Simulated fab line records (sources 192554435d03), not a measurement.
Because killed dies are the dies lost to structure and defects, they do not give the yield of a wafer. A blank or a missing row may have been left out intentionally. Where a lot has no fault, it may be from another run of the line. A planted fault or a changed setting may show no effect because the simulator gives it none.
fab line records + flow n5-finfet
record:
- lots: 7
- wafers: 39
route steps=1938 shown BEOL_M9@1446 BEOL_M12@1637 BEOL_M15@1808
start-h: start of the lot's first displayed wafer, in hours after the record's first day + wait-h: time in hours since the lot's previous step + " unchanged from the row above + L1.1+2: a single row standing in for several wafers + - no value, or no start given + * or withheld: withheld + < > ~ a bound
route shown NAME@n: NAME is a module with steps in the file, n the number in the route of the first one + usual: mean and standard deviation over wafers with no fault + same: alike in all rows + chamber/n: place in a boat + sites: readings site by site + _std_site: the standard deviation of these + _edge_site: the outer-site mean with the inner-site mean subtracted + radius-mm: how far each site lies from the wafer's centre + mask NAME#n: copy n + behind: the most recent tool/chamber to have shaped the wafer + hold: the reason the lot was held/the length of the hold in hours/how it ended + device: transistor that didn't switch, given as n, p or np + end of line: the tests these same wafers got at the end of their route + a step with no rows: only its recipe + killed: the dies lost at the first sort to structure and to defects; this is not the yield of the wafer + map: a wafer's dies, x killed, . not, _ none there
set.NAME: the run value of the setting; set.NAME@STEP: its run value at that earlier step + model.NAME: the simulator's own value behind a step, which no gauge read
lots where settings were altered on purpose, with a table for each step and a row for each wafer
== steps ==
step: N5_BEOL_M9_TRENCH_ETCH_37
recipe:
- chemistry: C4F6/O2
- target-depth-a: 1514.3
- target: SiCOH_lowk
- time-s: 49
- ion-energy-ev: 250
- pressure-mtorr: 30
- source-w: 345
- bias-w: 185
- Ar_flow_sccm: 300
- C4F6_flow_sccm: 10
- O2_flow_sccm: 10
| lot.wafer | tool        | chamber | start-h | wait-h | set.time-s | model.etch.depth-nm | model.BEOL_M9.feature-depth-nm | model.TiN_of_BEOL_M9_HM_DEP_02.thk-nm |
|-----------|-------------|---------|---------|--------|------------|---------------------|--------------------------------|---------------------------------------|
| L075.1    | rie-diel-04 | 2       | -       | -      | 35.64      | 108.5               | 108.6                          | 16.8                                  |
| L075.2    | "           | 1       | "       | "      | 35.64      | 110.7               | 110.8                          | 16.8                                  |
| L075.3    | "           | 3       | "       | "      | 49         | 153.9               | 153.8                          | 15.6                                  |
| L075.4    | "           | 0       | "       | "      | 35.64      | 107                 | 107                            | 17                                    |
| L075.5    | "           | 3       | "       | "      | 49         | 151.7               | 151.6                          | 15.8                                  |
| L075.6    | "           | 0       | "       | "      | 49         | 146.4               | 146.4                          | 15.6                                  |
| L088.1    | rie-diel-04 | 1       | -       | -      | 49         | 153.3               | 153.2                          | 16.2                                  |
| L088.2    | "           | 3       | "       | "      | 49         | 153.5               | 153.4                          | 16.4                                  |
| L088.6    | "           | 3       | "       | "      | 49         | 153.5               | 153.6                          | 16                                    |
| L089.1    | rie-diel-04 | 2       | -       | -      | 49         | 149.9               | 150                            | 16                                    |
| L089.2    | "           | 1       | "       | "      | 34.92      | 108.4               | 108.4                          | 17.4                                  |
| L089.3    | "           | 3       | "       | "      | 49         | 151.6               | 151.6                          | 16.2                                  |
| L089.4    | "           | 0       | "       | "      | 34.92      | 103.8               | 103.8                          | 17.4                                  |
| L089.5    | "           | 2       | "       | "      | 34.92      | 106.4               | 106.4                          | 17.4                                  |
| L089.6    | "           | 1       | "       | "      | 49         | 151.1               | 151                            | 16.2                                  |
| L090.1    | rie-diel-01 | 3       | -       | -      | 49         | 153                 | 153                            | 15.8                                  |
| L090.2    | "           | 2       | "       | "      | 58.33      | 184.5               | 184.4                          | 14.6                                  |
| L090.3    | "           | 0       | "       | "      | 49         | 151.8               | 151.8                          | 15.8                                  |
| L090.4    | "           | 3       | "       | "      | 49         | 153.2               | 153.2                          | 15.8                                  |
| L090.5    | "           | 0       | "       | "      | 58.33      | 180.3               | 180.2                          | 15                                    |
| L090.6    | "           | 2       | "       | "      | 58.33      | 182.4               | 182.4                          | 14.6                                  |
| L092.1    | rie-diel-01 | 0       | -       | -      | 49         | 150.2               | 150.2                          | 16                                    |
| L092.2    | "           | 2       | "       | "      | 69.97      | 220                 | 220                            | 14                                    |
| L092.3    | "           | 3       | "       | "      | 49         | 152.3               | 152.2                          | 16                                    |
| L092.4    | "           | 0       | "       | "      | 49         | 151.6               | 151.6                          | 15.6                                  |
| L092.5    | "           | 2       | "       | "      | 69.97      | 218.8               | 218.8                          | 13.8                                  |
| L092.6    | "           | 3       | "       | "      | 69.97      | 221.1               | 221.2                          | 14                                    |
| L094.1    | rie-diel-04 | 1       | -       | -      | 49         | 153.1               | 153.2                          | 16                                    |
| L094.2    | "           | 3       | "       | "      | 49         | 155.3               | 155.4                          | 15.6                                  |
| L094.3    | "           | 2       | "       | "      | 49         | 152.1               | 152                            | 15.6                                  |
| L094.4    | "           | 0       | "       | "      | 49         | 147.4               | 147.4                          | 16                                    |
| L094.5    | "           | 0       | "       | "      | 49         | 147.5               | 147.6                          | 16                                    |
| L094.6    | "           | 3       | "       | "      | 49         | 153.8               | 153.8                          | 15.6                                  |
| L097.1    | rie-diel-04 | 1       | -       | -      | 49         | 153.1               | 153.2                          | 16.4                                  |
| L097.2    | "           | 2       | "       | "      | 49         | 149.6               | 149.6                          | 16.4                                  |
| L097.3    | "           | 3       | "       | "      | 34.65      | 108.2               | 108.2                          | 17.8                                  |
| L097.4    | "           | 2       | "       | "      | 49         | 150.7               | 150.6                          | 16.2                                  |
| L097.5    | "           | 1       | "       | "      | 34.65      | 107.3               | 107.4                          | 17.6                                  |
| L097.6    | "           | 3       | "       | "      | 34.65      | 108.2               | 108.2                          | 17.4                                  |
step: N5_BEOL_M9_ETCH_41
recipe:
- chemistry: CH3F/O2
- target: SiCN
- target-depth-a: 366
- taper-deg: 2
- time-s: 70.1
- ion-energy-ev: 120
- mask-material: TiN
- pressure-mtorr: 30
- source-w: 395
- bias-w: 75
- Ar_flow_sccm: 150
- CH3F_flow_sccm: 30
- O2_flow_sccm: 20
step: N5_BEOL_M9_STRIP_80
recipe:
- chemistry: N2/H2
- time-s: 10
- power-w: 450
- temp-c: 40
- pressure-mtorr: 20
- rf-frequency-hz: 6e+07
- bias-power-w: 7
- n2-flow-sccm: 200
- h2-flow-sccm: 200
step: N5_BEOL_M9_OCD_MEAS_38
usual:
- trench-depth-nm: 151.6/2.9
| lot.wafer | tool   | chamber | start-h | wait-h | set.time-s@BEOL_M9_TRENCH_ETCH_37 | trench-depth-nm |
|-----------|--------|---------|---------|--------|-----------------------------------|-----------------|
| L075.1    | ocd-02 | -       | 234.63  | -      | 35.64                             | 109.3           |
| L075.2    | "      | -       | "       | "      | 35.64                             | 111.0           |
| L075.3    | "      | -       | "       | "      | 49                                | 154.1           |
| L075.4    | "      | -       | "       | "      | 35.64                             | 107.2           |
| L075.5    | "      | -       | "       | "      | 49                                | 151.8           |
| L075.6    | "      | -       | "       | "      | 49                                | 146.2           |
| L088.1    | ocd-02 | -       | 312.60  | -      | 49                                | 153.8           |
| L088.2    | "      | -       | "       | "      | 49                                | 153.6           |
| L088.6    | "      | -       | "       | "      | 49                                | 153.4           |
| L089.1    | ocd-02 | -       | 321.45  | -      | 49                                | 149.3           |
| L089.2    | "      | -       | "       | "      | 34.92                             | 108.3           |
| L089.3    | "      | -       | "       | "      | 49                                | 151.5           |
| L089.4    | "      | -       | "       | "      | 34.92                             | 103.4           |
| L089.5    | "      | -       | "       | "      | 34.92                             | 106.2           |
| L089.6    | "      | -       | "       | "      | 49                                | 150.9           |
| L090.1    | ocd-02 | -       | 329.74  | -      | 49                                | 153.5           |
| L090.2    | "      | -       | "       | "      | 58.33                             | 184.0           |
| L090.3    | "      | -       | "       | "      | 49                                | 151.5           |
| L090.4    | "      | -       | "       | "      | 49                                | 152.8           |
| L090.5    | "      | -       | "       | "      | 58.33                             | 180.3           |
| L090.6    | "      | -       | "       | "      | 58.33                             | 182.4           |
| L092.1    | ocd-01 | -       | 346.26  | -      | 49                                | 150.4           |
| L092.2    | "      | -       | "       | "      | 69.97                             | 220.4           |
| L092.3    | "      | -       | "       | "      | 49                                | 152.0           |
| L092.4    | "      | -       | "       | "      | 49                                | 151.6           |
| L092.5    | "      | -       | "       | "      | 69.97                             | 219.3           |
| L092.6    | "      | -       | "       | "      | 69.97                             | 221.2           |
| L094.1    | ocd-01 | -       | 355.66  | -      | 49                                | 153.6           |
| L094.2    | "      | -       | "       | "      | 49                                | 155.2           |
| L094.3    | "      | -       | "       | "      | 49                                | 152.2           |
| L094.4    | "      | -       | "       | "      | 49                                | 147.2           |
| L094.5    | "      | -       | "       | "      | 49                                | 147.3           |
| L094.6    | "      | -       | "       | "      | 49                                | 154.1           |
| L097.1    | ocd-01 | -       | 381.67  | -      | 49                                | 153.0           |
| L097.2    | "      | -       | "       | "      | 49                                | 149.3           |
| L097.3    | "      | -       | "       | "      | 34.65                             | 108.5           |
| L097.4    | "      | -       | "       | "      | 49                                | 151.3           |
| L097.5    | "      | -       | "       | "      | 34.65                             | 107.9           |
| L097.6    | "      | -       | "       | "      | 34.65                             | 108.8           |
step: N5_BEOL_M9_HM_STRIP_39
recipe:
- chemistry: peroxide-tin-strip
- material: TiN
- target-depth-a: 250
- temp-c: 50
- time-s: 158
step: N5_BEOL_M9_SRD_40
recipe:
- time-s: 30
- temp-c: 23
- rinse-liquid: diw
- dry: ipa-marangoni
step: N5_BEOL_M9_ECD_50
recipe:
- material: Cu
- target-thk-a: 3180
step: N5_BEOL_M9_ANNEAL_51
recipe:
- temp-c: 225
- time-s: 90
- ambient: N2
step: N5_BEOL_M9_CMP_52
recipe:
- stop-on: SiCOH_lowk
- t-overpolish-s: 7
- down-force-psi: 1
- platen-rpm: 50
- clearing-platen-down-force-psi: 1.5
- clearing-platen-rpm: 50
- post-cmp-clean: cu-alkaline
- target-thk-nm: 140
- clearing-platen-pad-velocity-m-s: 0.99484
- pad-velocity-m-s: 0.99484
| lot.wafer | tool   | chamber | start-h | wait-h | set.time-s@BEOL_M9_TRENCH_ETCH_37 | model.Cu_of_BEOL_M9_ECD_50.thk-nm |
|-----------|--------|---------|---------|--------|-----------------------------------|-----------------------------------|
| L075.3    | cmp-03 | 1       | 237.02  | 0.3    | 49                                | 143.8                             |
| L075.1    | "      | 2       | "       | "      | 35.64                             | 97                                |
| L075.4    | "      | 3       | "       | "      | 35.64                             | 94.4                              |
| L075.2    | "      | 0       | "       | "      | 35.64                             | 100.4                             |
| L075.5    | "      | 1       | "       | "      | 49                                | 139                               |
| L075.6    | "      | 2       | "       | "      | 49                                | 135.4                             |
| L088.1    | cmp-03 | 0       | 315.62  | 0.3    | 49                                | 144.8                             |
| L088.2+6  | "      | 2,3     | "       | "      | 49                                | 144.2                             |
| L089.2    | cmp-03 | 2       | 326.57  | 0.2    | 34.92                             | 98.2                              |
| L089.3    | "      | 3       | "       | "      | 49                                | 140.4                             |
| L089.1    | "      | 0       | "       | "      | 49                                | 139.4                             |
| L089.4    | "      | 1       | "       | "      | 34.92                             | 93                                |
| L089.5    | "      | 2       | "       | "      | 34.92                             | 96.6                              |
| L089.6    | "      | 3       | "       | "      | 49                                | 140.2                             |
| L090.2    | cmp-01 | 0       | 331.63  | 0.2    | 58.33                             | 173                               |
| L090.4    | "      | 1       | "       | "      | 49                                | 141.6                             |
| L090.1    | "      | 2       | "       | "      | 49                                | 141.2                             |
| L090.3    | "      | 3       | "       | "      | 49                                | 140                               |
| L090.6    | "      | 0       | "       | "      | 58.33                             | 171.6                             |
| L090.5    | "      | 1       | "       | "      | 58.33                             | 170.2                             |
| L092.2    | cmp-03 | 0       | 348.56  | 0.2    | 69.97                             | 208                               |
| L092.3+4  | "      | 1,2     | "       | "      | 49                                | 141.6                             |
| L092.1    | "      | 3       | "       | "      | 49                                | 139.6                             |
| L092.5    | "      | 0       | "       | "      | 69.97                             | 207.4                             |
| L092.6    | "      | 1       | "       | "      | 69.97                             | 211.2                             |
| L094.4    | cmp-01 | 0       | 360.15  | 0.1    | 49                                | 136.6                             |
| L094.3    | "      | 1       | "       | "      | 49                                | 140.6                             |
| L094.2    | "      | 2       | "       | "      | 49                                | 145                               |
| L094.1    | "      | 3       | "       | "      | 49                                | 142.4                             |
| L094.6    | "      | 0       | "       | "      | 49                                | 142.6                             |
| L094.5    | "      | 1       | "       | "      | 49                                | 137                               |
| L097.3    | cmp-03 | 0       | 383.93  | 0.2    | 34.65                             | 97.2                              |
| L097.1    | "      | 1       | "       | "      | 49                                | 141.4                             |
| L097.4    | "      | 2       | "       | "      | 49                                | 139                               |
| L097.2    | "      | 3       | "       | "      | 49                                | 137.6                             |
| L097.6    | "      | 0       | "       | "      | 34.65                             | 97.4                              |
| L097.5    | "      | 1       | "       | "      | 34.65                             | 96.2                              |
step: N5_BEOL_M9_THK_MEAS_53
recipe:
- thk-meas-gauge: xrf
- reads: Cu_of_BEOL_M9_ECD_50
usual:
- M9_THK: 140.2/3
| lot.wafer | tool          | chamber | start-h | wait-h | set.time-s@BEOL_M9_TRENCH_ETCH_37 | M9_THK[nm] |
|-----------|---------------|---------|---------|--------|-----------------------------------|------------|
| L075.1    | film-metro-01 | -       | 237.31  | -      | 35.64                             | 95.8       |
| L075.2    | "             | -       | "       | "      | 35.64                             | 99.1       |
| L075.3    | "             | -       | "       | "      | 49                                | 141.8      |
| L075.4    | "             | -       | "       | "      | 35.64                             | 93.5       |
| L075.5    | "             | -       | "       | "      | 49                                | 138.0      |
| L075.6    | "             | -       | "       | "      | 49                                | 133.6      |
| L088.1    | film-metro-02 | -       | 315.88  | -      | 49                                | 145.7      |
| L088.2    | "             | -       | "       | "      | 49                                | 144.6      |
| L088.6    | "             | -       | "       | "      | 49                                | 145.1      |
| L089.1    | film-metro-02 | -       | 326.87  | -      | 49                                | 138.9      |
| L089.2    | "             | -       | "       | "      | 34.92                             | 97.8       |
| L089.3    | "             | -       | "       | "      | 49                                | 140.5      |
| L089.4    | "             | -       | "       | "      | 34.92                             | 92.5       |
| L089.5    | "             | -       | "       | "      | 34.92                             | 96.6       |
| L089.6    | "             | -       | "       | "      | 49                                | 140.0      |
| L090.1    | film-metro-01 | -       | 331.93  | -      | 49                                | 140.7      |
| L090.2    | "             | -       | "       | "      | 58.33                             | 172.3      |
| L090.3    | "             | -       | "       | "      | 49                                | 139.8      |
| L090.4    | "             | -       | "       | "      | 49                                | 141.2      |
| L090.5    | "             | -       | "       | "      | 58.33                             | 169.7      |
| L090.6    | "             | -       | "       | "      | 58.33                             | 171.1      |
| L092.1    | film-metro-02 | -       | 348.85  | -      | 49                                | 139.5      |
| L092.2    | "             | -       | "       | "      | 69.97                             | 208.9      |
| L092.3    | "             | -       | "       | "      | 49                                | 142.6      |
| L092.4    | "             | -       | "       | "      | 49                                | 143.0      |
| L092.5    | "             | -       | "       | "      | 69.97                             | 209.2      |
| L092.6    | "             | -       | "       | "      | 69.97                             | 211.5      |
| L094.1    | film-metro-02 | -       | 360.44  | -      | 49                                | 143.0      |
| L094.2    | "             | -       | "       | "      | 49                                | 144.7      |
| L094.3    | "             | -       | "       | "      | 49                                | 140.2      |
| L094.4    | "             | -       | "       | "      | 49                                | 136.2      |
| L094.5    | "             | -       | "       | "      | 49                                | 136.6      |
| L094.6    | "             | -       | "       | "      | 49                                | 142.6      |
| L097.1    | film-metro-01 | -       | 384.22  | -      | 49                                | 141.6      |
| L097.2    | "             | -       | "       | "      | 49                                | 137.5      |
| L097.3    | "             | -       | "       | "      | 34.65                             | 97.2       |
| L097.4    | "             | -       | "       | "      | 49                                | 138.4      |
| L097.5    | "             | -       | "       | "      | 34.65                             | 95.7       |
| L097.6    | "             | -       | "       | "      | 34.65                             | 97.1       |
step: N5_BEOL_M9_PRE_CLEAN_55
recipe:
- gas: NH3
- time-s: 15
- temp-c: withheld
- rf-power-w: 300
step: N5_BEOL_M9_DEP_56
recipe:
- material: SiCN
- target-thk-a: 150
- temp-c: withheld
- precursor: 3MS/NH3
- pressure-torr: 3
- rf-w: 202
- time-s: 26.5
step: N5_BEOL_M9_RS_MEAS_57
recipe:
- thk-meas-gauge: four-point-probe
- reads: Cu_of_BEOL_M9_ECD_50+Co_of_BEOL_M9_CVD_78+TaN_of_BEOL_M9_ALD_74
usual:
- M9_RS: 0.150/0.0034
| lot.wafer | tool          | chamber | start-h | wait-h | set.time-s@BEOL_M9_TRENCH_ETCH_37 | M9_RS[ohm/sq] |
|-----------|---------------|---------|---------|--------|-----------------------------------|---------------|
| L075.1    | film-metro-02 | -       | 237.45  | 0.1    | 35.64                             | 0.228         |
| L075.2    | "             | -       | "       | "      | 35.64                             | 0.220         |
| L075.3    | "             | -       | "       | "      | 49                                | 0.147         |
| L075.4    | "             | -       | "       | "      | 35.64                             | 0.235         |
| L075.5    | "             | -       | "       | "      | 49                                | 0.152         |
| L075.6    | "             | -       | "       | "      | 49                                | 0.157         |
| L088.1    | film-metro-01 | -       | 316.03  | 0.1    | 49                                | 0.145         |
| L088.2    | "             | -       | "       | "      | 49                                | 0.146         |
| L088.6    | "             | -       | "       | "      | 49                                | 0.146         |
| L089.1    | film-metro-02 | -       | 327.00  | 0.1    | 49                                | 0.152         |
| L089.2    | "             | -       | "       | "      | 34.92                             | 0.225         |
| L089.3    | "             | -       | "       | "      | 49                                | 0.150         |
| L089.4    | "             | -       | "       | "      | 34.92                             | 0.240         |
| L089.5    | "             | -       | "       | "      | 34.92                             | 0.230         |
| L089.6    | "             | -       | "       | "      | 49                                | 0.151         |
| L090.1    | film-metro-01 | -       | 332.07  | 0.1    | 49                                | 0.149         |
| L090.2    | "             | -       | "       | "      | 58.33                             | 0.120         |
| L090.3    | "             | -       | "       | "      | 49                                | 0.151         |
| L090.4    | "             | -       | "       | "      | 49                                | 0.149         |
| L090.5    | "             | -       | "       | "      | 58.33                             | 0.122         |
| L090.6    | "             | -       | "       | "      | 58.33                             | 0.121         |
| L092.1    | film-metro-01 | -       | 348.99  | 0.1    | 49                                | 0.151         |
| L092.2    | "             | -       | "       | "      | 69.97                             | 0.098         |
| L092.3    | "             | -       | "       | "      | 49                                | 0.149         |
| L092.4    | "             | -       | "       | "      | 49                                | 0.149         |
| L092.5    | "             | -       | "       | "      | 69.97                             | 0.099         |
| L092.6    | "             | -       | "       | "      | 69.97                             | 0.097         |
| L094.1    | film-metro-02 | -       | 360.58  | 0.1    | 49                                | 0.148         |
| L094.2    | "             | -       | "       | "      | 49                                | 0.145         |
| L094.3    | "             | -       | "       | "      | 49                                | 0.150         |
| L094.4    | "             | -       | "       | "      | 49                                | 0.155         |
| L094.5    | "             | -       | "       | "      | 49                                | 0.155         |
| L094.6    | "             | -       | "       | "      | 49                                | 0.148         |
| L097.1    | film-metro-02 | -       | 384.39  | 0.1    | 49                                | 0.150         |
| L097.2    | "             | -       | "       | "      | 49                                | 0.154         |
| L097.3    | "             | -       | "       | "      | 34.65                             | 0.228         |
| L097.4    | "             | -       | "       | "      | 49                                | 0.152         |
| L097.5    | "             | -       | "       | "      | 34.65                             | 0.230         |
| L097.6    | "             | -       | "       | "      | 34.65                             | 0.227         |
step: N5_BEOL_M12_ETCH_68
recipe:
- chemistry: N2/H2
- target: SOC
- mask-material: SiARC
- source-w: 3000
- bias-w: 350
- temp-c: 40
- time-s: 285
- ion-energy-ev: 200
- pressure-mtorr: 30
- n2-flow-sccm: 200
- h2-flow-sccm: 200
| lot.wafer    | tool        | chamber | start-h | wait-h | set.time-s | model.SiARC_of_BEOL_M12_COAT_66.thk-nm |
|--------------|-------------|---------|---------|--------|------------|----------------------------------------|
| L075.1+2+6   | rie-diel-03 | 1,3,2   | 255.96  | 0.1    | 285        | 86                                     |
| L075.3       | "           | 2       | "       | "      | 285        | 86.4                                   |
| L075.4       | "           | 3       | "       | "      | 285        | 86.2                                   |
| L075.5       | "           | 1       | "       | "      | 285        | 85.4                                   |
| L088.1       | rie-diel-05 | 3       | 334.55  | 0.1    | 285        | 86                                     |
| L088.2       | "           | 2       | "       | "      | 285        | 85.8                                   |
| L088.6       | "           | 2       | "       | "      | 285        | 86.2                                   |
| L089.1       | rie-diel-05 | 2       | 345.57  | 0.1    | 285        | 86.4                                   |
| L089.2       | "           | 3       | "       | "      | 231        | 91                                     |
| L089.3       | "           | 0       | "       | "      | 285        | 85.8                                   |
| L089.4+6     | "           | 2,3     | "       | "      | 231        | 90.6                                   |
| L089.5       | "           | 0       | "       | "      | 285        | 86                                     |
| L090.1       | rie-diel-05 | 2       | 350.93  | 0.1    | 285        | 85.8                                   |
| L090.2       | "           | 3       | "       | "      | 285        | 86.2                                   |
| L090.3+6     | "           | 0       | "       | "      | 329.3      | 81.6                                   |
| L090.4       | "           | 1       | "       | "      | 285        | 85.4                                   |
| L090.5       | "           | 3       | "       | "      | 329.3      | 82                                     |
| L092.1       | rie-diel-05 | 3       | 372.43  | 0.1    | 285        | 86                                     |
| L092.2       | "           | 2       | "       | "      | 285        | 85.8                                   |
| L092.3       | "           | 1       | "       | "      | 285        | 85                                     |
| L092.4+5+6   | "           | 0,0,3   | "       | "      | 285        | 85.4                                   |
| L094.1+5     | rie-diel-06 | 0,3     | 383.24  | 0.1    | 285        | 87                                     |
| L094.2+6     | "           | 1,2     | "       | "      | 285        | 86.2                                   |
| L094.3       | "           | 2       | "       | "      | 285        | 86                                     |
| L094.4       | "           | 3       | "       | "      | 285        | 86.8                                   |
| L097.1+2+3+5 | rie-diel-05 | 0,2,3,3 | 403.26  | 0.1    | 285        | 85.4                                   |
| L097.4       | "           | 1       | "       | "      | 285        | 85                                     |
| L097.6       | "           | 2       | "       | "      | 285        | 85.2                                   |
step: N5_BEOL_M15_ETCH_61
recipe:
- chemistry: N2/H2
- target: BARC
- target-depth-a: 890
- overetch-a: 267
- time-s: 67.9
- ion-energy-ev: 200
- pressure-mtorr: 30
- source-w: 840
- bias-w: 150
- n2-flow-sccm: 200
- h2-flow-sccm: 200
| lot.wafer | tool        | chamber | start-h | wait-h | set.time-s | model.coat_of_BEOL_M15_COAT_22.thk-nm | model.etch.depth-nm | model.BEOL_M15.cd-nm |
|-----------|-------------|---------|---------|--------|------------|---------------------------------------|---------------------|----------------------|
| L075.1    | rie-diel-04 | 3       | 272.19  | 0.0    | 57.32      | 729                                   | 88.69               | 399.4                |
| L075.2    | "           | 2       | "       | "      | 67.9       | 718.8                                 | 88.86               | 400                  |
| L075.3    | "           | 1       | "       | "      | 57.32      | 727.4                                 | 88.6                | 397.2                |
| L075.4    | "           | 0       | "       | "      | 67.9       | 722.4                                 | 88.79               | 399                  |
| L075.5    | "           | 3       | "       | "      | 57.32      | 727.2                                 | 88.73               | 398                  |
| L075.6    | "           | 2       | "       | "      | 67.9       | 717.8                                 | 88.99               | 401                  |
| L088.1    | rie-diel-04 | 0       | 352.14  | 0.0    | 67.9       | 718.4                                 | 88.77               | 399.2                |
| L088.2    | "           | 3       | "       | "      | 67.9       | 714                                   | 88.75               | 401.6                |
| L088.6    | "           | 2       | "       | "      | 67.9       | 716.8                                 | 89.26               | 400                  |
| L089.1    | rie-diel-04 | 1       | 362.34  | 0.0    | 67.9       | 718.8                                 | 88.75               | 401.2                |
| L089.2    | "           | 2       | "       | "      | 67.9       | 718.6                                 | 88.76               | 402.2                |
| L089.3    | "           | 0       | "       | "      | 67.9       | 719.8                                 | 88.75               | 400.2                |
| L089.4    | "           | 3       | "       | "      | 67.9       | 716.6                                 | 88.82               | 401                  |
| L089.5    | "           | 0       | "       | "      | 67.9       | 718                                   | 88.82               | 400.2                |
| L089.6    | "           | 1       | "       | "      | 67.9       | 714.6                                 | 88.69               | 401                  |
| L090.1    | rie-diel-04 | 3       | 368.10  | 0.0    | 97.89      | 685.8                                 | 89.04               | 406.8                |
| L090.2    | "           | 0       | "       | "      | 67.9       | 716.4                                 | 89.05               | 400.4                |
| L090.3    | "           | 1       | "       | "      | 67.9       | 713.2                                 | 89.51               | 401.2                |
| L090.4    | "           | 2       | "       | "      | 67.9       | 714.6                                 | 89.25               | 401.6                |
| L090.5    | "           | 0       | "       | "      | 97.89      | 688.6                                 | 89.21               | 405.2                |
| L090.6    | "           | 1       | "       | "      | 97.89      | 685.8                                 | 89.33               | 406.8                |
| L092.1    | rie-diel-02 | 1       | 386.67  | 0.0    | 67.9       | 718.8                                 | 88.49               | 398.2                |
| L092.2    | "           | 0       | "       | "      | 39.59      | 743.6                                 | 68.94               | 392.8                |
| L092.3    | "           | 3       | "       | "      | 39.59      | 744.6                                 | 67.54               | 392.2                |
| L092.4    | "           | 1       | "       | "      | 67.9       | 717.8                                 | 88.72               | 397.4                |
| L092.5    | "           | 0       | "       | "      | 67.9       | 716.2                                 | 88.43               | 397.2                |
| L092.6    | "           | 3       | "       | "      | 39.59      | 744.8                                 | 66.67               | 391.4                |
| L094.1    | rie-diel-02 | 1       | 399.32  | 0.0    | 35.75      | 746.8                                 | 61.6                | 393.2                |
| L094.2    | "           | 0       | "       | "      | 67.9       | 714.8                                 | 89.33               | 398.8                |
| L094.3    | "           | 2       | "       | "      | 35.75      | 745.8                                 | 60.74               | 392                  |
| L094.4    | "           | 3       | "       | "      | 67.9       | 715.4                                 | 89.1                | 398.6                |
| L094.5    | "           | 2       | "       | "      | 67.9       | 716.4                                 | 89.15               | 399                  |
| L094.6    | "           | 3       | "       | "      | 35.75      | 748.2                                 | 60.83               | 395.2                |
| L097.1    | rie-diel-04 | 2       | 423.82  | 0.0    | 67.9       | 720.2                                 | 88.88               | 399.6                |
| L097.2    | "           | 1       | "       | "      | 48.77      | 734.6                                 | 84.16               | 394.4                |
| L097.3    | "           | 0       | "       | "      | 48.77      | 739                                   | 82.27               | 394.8                |
| L097.4    | "           | 3       | "       | "      | 48.77      | 737                                   | 83.1                | 394.2                |
| L097.5    | "           | 1       | "       | "      | 67.9       | 717.8                                 | 88.81               | 397.6                |
| L097.6    | "           | 0       | "       | "      | 67.9       | 717.4                                 | 88.84               | 399.8                |
== key ==
split:
- step: N5_BEOL_M9_TRENCH_ETCH_37
- setting: time-s
- stated: 49
- by: wafer
response:
- step: N5_BEOL_M9_TRENCH_ETCH_37
- reading: model.etch.depth-nm
- change: +1.56
- per: 1%
- r: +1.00
response:
- step: N5_BEOL_M9_TRENCH_ETCH_37
- reading: model.BEOL_M9.feature-depth-nm
- change: +1.56
- per: 1%
- r: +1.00
response:
- step: N5_BEOL_M9_TRENCH_ETCH_37
- reading: model.TiN_of_BEOL_M9_HM_DEP_02.thk-nm
- change: -0.0453
- per: 1%
- r: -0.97
response:
- step: N5_BEOL_M9_OCD_MEAS_38
- reading: trench-depth-nm
- change: +1.55
- per: 1%
- r: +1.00
response:
- step: N5_BEOL_M9_CMP_52
- reading: model.Cu_of_BEOL_M9_ECD_50.thk-nm
- change: +1.55
- per: 1%
- r: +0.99
response:
- step: N5_BEOL_M9_THK_MEAS_53
- reading: M9_THK
- change: +1.55
- per: 1%
- r: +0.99
response:
- step: N5_BEOL_M9_RS_MEAS_57
- reading: M9_RS
- change: -0.00203
- per: 1%
- r: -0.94
split:
- step: N5_BEOL_M12_ETCH_68
- setting: time-s
- stated: 285
- by: wafer
response:
- step: N5_BEOL_M12_ETCH_68
- reading: model.SiARC_of_BEOL_M12_COAT_66.thk-nm
- change: -0.252
- per: 1%
- r: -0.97
split:
- step: N5_BEOL_M15_ETCH_61
- setting: time-s
- stated: 67.9
- by: wafer
response:
- step: N5_BEOL_M15_ETCH_61
- reading: model.coat_of_BEOL_M15_COAT_22.thk-nm
- change: -0.644
- per: 1%
- r: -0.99
response:
- step: N5_BEOL_M15_ETCH_61
- reading: model.etch.depth-nm
- shape: bent
- at-lowest: 61.06
- at-stated: 88.9
- at-highest: 89.19
response:
- step: N5_BEOL_M15_ETCH_61
- reading: model.BEOL_M15.cd-nm
- change: +0.124
- per: 1%
- r: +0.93
